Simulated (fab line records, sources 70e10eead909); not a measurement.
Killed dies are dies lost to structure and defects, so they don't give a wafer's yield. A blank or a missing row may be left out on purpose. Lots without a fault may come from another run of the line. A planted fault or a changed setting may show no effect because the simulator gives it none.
Chamber matching | flow nand_harc | NHARC_A_M0_PRE_CLEAN_31 on pecvd-02: 3 sister chambers
The step time 12 s. 3 wafers are shown with their chamber, then 12 later ones without.

WAFERS WITH THEIR CHAMBER
wafer  | chamber | heater_power_w (W)
L086.2 | 2       | 590
L088.2 | 1       | 562
L088.6 | 0       | 618

WAFERS WITHOUT THEIR CHAMBER
wafer  | heater_power_w (W)
L091.3 | 635
L091.4 | 550
L091.5 | 664
L094.1 | 621
L094.4 | 626
L094.6 | 596
L093.4 | 616
L093.5 | 517
L093.6 | 658
L097.1 | 690
L097.2 | 587
L097.6 | 649

WHICH CHAMBER EACH WENT THROUGH
wafer  | from the rows above          | in truth
L091.3 | can't be placed: 0 or 2 or 1 | 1
L091.4 | can't be placed: 1 or 2 or 0 | 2
L091.5 | can't be placed: 0 or 2 or 1 | 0
L094.1 | can't be placed: 0 or 2 or 1 | 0
L094.4 | can't be placed: 0 or 2 or 1 | 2
L094.6 | can't be placed: 2 or 0 or 1 | 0
L093.4 | can't be placed: 0 or 2 or 1 | 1
L093.5 | can't be placed: 1 or 2 or 0 | 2
L093.6 | can't be placed: 0 or 2 or 1 | 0
L097.1 | can't be placed: 0 or 2 or 1 | 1
L097.2 | can't be placed: 2 or 1 or 0 | 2
L097.6 | can't be placed: 0 or 2 or 1 | 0
Placed correctly: 0 of 12. Can't be placed from these rows: 12 (the true chamber is among the candidates in 12). Placed wrongly: 0.
How it was worked out, from the rows above alone: a wafer's distance from a chamber is the root of the sum, over the readings, of the square of ((its reading less the chamber's mean) divided by the reading's scatter). The wafer belongs to the nearest chamber; if the next one is less than 2 further off, it can't be placed. A chamber's mean is the mean of its shown wafers. The scatter: with one shown wafer a chamber, the root of the mean of the squares of how far each hidden wafer lies from its nearest shown one.
